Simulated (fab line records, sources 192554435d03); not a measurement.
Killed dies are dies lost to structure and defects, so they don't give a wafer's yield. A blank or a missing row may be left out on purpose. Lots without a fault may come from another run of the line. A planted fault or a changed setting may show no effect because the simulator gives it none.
Which tool did it? | flow n5_finfet | 22 lots, 66 wafers sampled, at 1 step of a route of 1938

WHAT THE GAUGES READ, wafer by wafer
N5_SDB_INSPECT_13: inspects for defects (brightfield). Usual: raw_defect_count 71, standard deviation 33.
lot  | measured    | on                | raw_defect_count | flag
L074 | day 3 17:31 | defect_inspect-02 | 73 45 39         |
L075 | day 4 01:18 | defect_inspect-02 | 47 30 66         |
L077 | day 4 14:19 | defect_inspect-02 | 111 122 79       |
L078 | day 4 19:47 | defect_inspect-01 | 80 46 84         |
L079 | day 5 01:29 | defect_inspect-02 | 83 25 68         |
L080 | day 5 04:56 | defect_inspect-02 | 57 64 71         |
L081 | day 5 12:37 | defect_inspect-02 | 107 73 82        |
L082 | day 5 18:31 | defect_inspect-01 | 156 97 136       |
L083 | day 6 00:48 | defect_inspect-01 | 61 54 74         |
L084 | day 6 09:07 | defect_inspect-02 | 45 55 84         |
L085 | day 6 12:36 | defect_inspect-02 | 81 56 126        |
L086 | day 6 22:44 | defect_inspect-02 | 86 54 39         |
L087 | day 7 00:41 | defect_inspect-01 | 52 38 33         |
L088 | day 7 05:29 | defect_inspect-01 | 70 50 47         |
L089 | day 7 11:25 | defect_inspect-02 | 50 113 195       |
L090 | day 7 20:13 | defect_inspect-01 | 42 54 38         |
L091 | day 8 02:30 | defect_inspect-01 | 38 50 58         |
L092 | day 8 08:31 | defect_inspect-02 | 63 113 111       |
L093 | day 8 11:51 | defect_inspect-02 | 50 83 115        |
L095 | day 9 01:34 | defect_inspect-01 | 62 106 52        |
L096 | day 9 05:25 | defect_inspect-01 | 40 53 47         |
L097 | day 9 13:21 | defect_inspect-01 | 40 26 62         |

WHICH TOOL RAN EACH LOT (tool, then ch and the chambers of the sampled wafers, then the start)
The record holds no process step before these readings.

WHAT THE TOOLS THEMSELVES READ (means of the sampled wafers that have a number; where no wafer has one, the mark that the record gives instead)
The record holds no such reading with a usual standard deviation.

THE ANSWER, worked out from the rows above alone
Rule: a lot is off if the mean of its wafers that have a number lies more than 3 standard deviations from the usual mean. A lot without any number at a reading at which 4 lots or more have one is off too. The other lots that the step has rows for count as sound. The gauges are gone through in route order, then the tools' own readings, and for those a lot's mean is taken as printed above. The first step at which some lot is off is used, and at that step the reading that is off furthest; a lot without a number counts as furthest.
No lot is off at any reading shown: from this, nothing can be told.

WHAT THE SIMULATOR HAD PUT IN
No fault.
